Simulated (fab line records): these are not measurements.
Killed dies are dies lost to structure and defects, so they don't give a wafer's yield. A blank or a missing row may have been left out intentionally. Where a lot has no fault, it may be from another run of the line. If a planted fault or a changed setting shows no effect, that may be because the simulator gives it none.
Matching of chambers | flow nand-harc | NHARC_A_CHANNEL_FILL_D1_ETCHBACK_19 on rie-si-05: 4 sister chambers
The step etches the open film in HBr/Cl2, target depth 5 nm, time 1.7 s. 14 wafers are shown with their chamber, then 6 later ones without.

## EACH WAFER AND ITS CHAMBER
wafer  | chamber | drypump-motor-current-A (A) | oes-product-au (a.u.) | he-backside-leak-sccm (sccm)
L531.4 | 0       | 5.74                        | 0.999                 | 2.6
L531.5 | 2       | 5.40                        | 1.011                 | 2.7
L531.6 | 1       | 5.70                        | 0.993                 | 2.6
L535.2 | 3       | 5.27                        | 0.992                 | 2.8
L535.5 | 1       | 5.77                        | 0.994                 | 2.7
L535.6 | 0       | 5.72                        | 0.999                 | 2.6
L542.1 | 2       | 5.36                        | 1.001                 | 2.7
L542.2 | 1       | 5.73                        | 1.009                 | 2.8
L542.6 | 1       | 5.77                        | 0.997                 | 2.7
L544.1 | 2       | 5.39                        | 1.004                 | 2.7
L544.4 | 0       | 5.74                        | 1.001                 | 2.7
L544.6 | 0       | 5.73                        | 1.003                 | 2.7
L546.3 | 3       | 5.26                        | 0.999                 | 2.6
L546.6 | 3       | 5.24                        | 1.000                 | 2.5

SIGNATURES (averages over the wafers above)
reading                 | chamber 0 | chamber 1 | chamber 2 | chamber 3 | scatter within a chamber
drypump-motor-current-A | 5.7325    | 5.7425    | 5.3833    | 5.2567    | 0.0225
oes-product-au          | 1.00050   | 0.99825   | 1.00533   | 0.99700   | 0.00514
he-backside-leak-sccm   | 2.650     | 2.700     | 2.700     | 2.633     | 0.0876
Rule: for a wafer and a chamber, the distance is found by dividing, reading by reading, the gap between the wafer's reading and the chamber's mean by the reading's scatter, squaring, summing and taking the root. If the next closest chamber is less than 2 further off than the closest, the wafer can't be placed; otherwise it belongs to the closest. The scatter: take each reading less its chamber's mean, square it, sum over the shown wafers, divide by the number of wafers less the number of chambers, and take the root.

## WAFERS MISSING THEIR CHAMBER
wafer  | drypump-motor-current-A (A) | oes-product-au (a.u.) | he-backside-leak-sccm (sccm)
L551.1 | 5.84                        | 1.006                 | 2.6
L551.3 | 5.38                        | 1.007                 | 2.7
L551.4 | 5.75                        | 0.996                 | 2.7
L553.2 | 5.38                        | 0.990                 | 2.7
L553.4 | 5.70                        | 1.001                 | 2.6
L553.5 | 5.27                        | 0.990                 | 2.6

## WHICH CHAMBER EACH WENT THROUGH
wafer  | from the rows above     | in truth
L551.1 | can't be placed: 1 or 0 | 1
L551.3 | 2                       | 2
L551.4 | can't be placed: 1 or 0 | 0
L553.2 | 2                       | 2
L553.4 | can't be placed: 0 or 1 | 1
L553.5 | 3                       | 3
Placed correctly: 3 of 6. Not placeable from these rows: 3 (in 3, the candidates include the true chamber). Placed wrongly: 0.
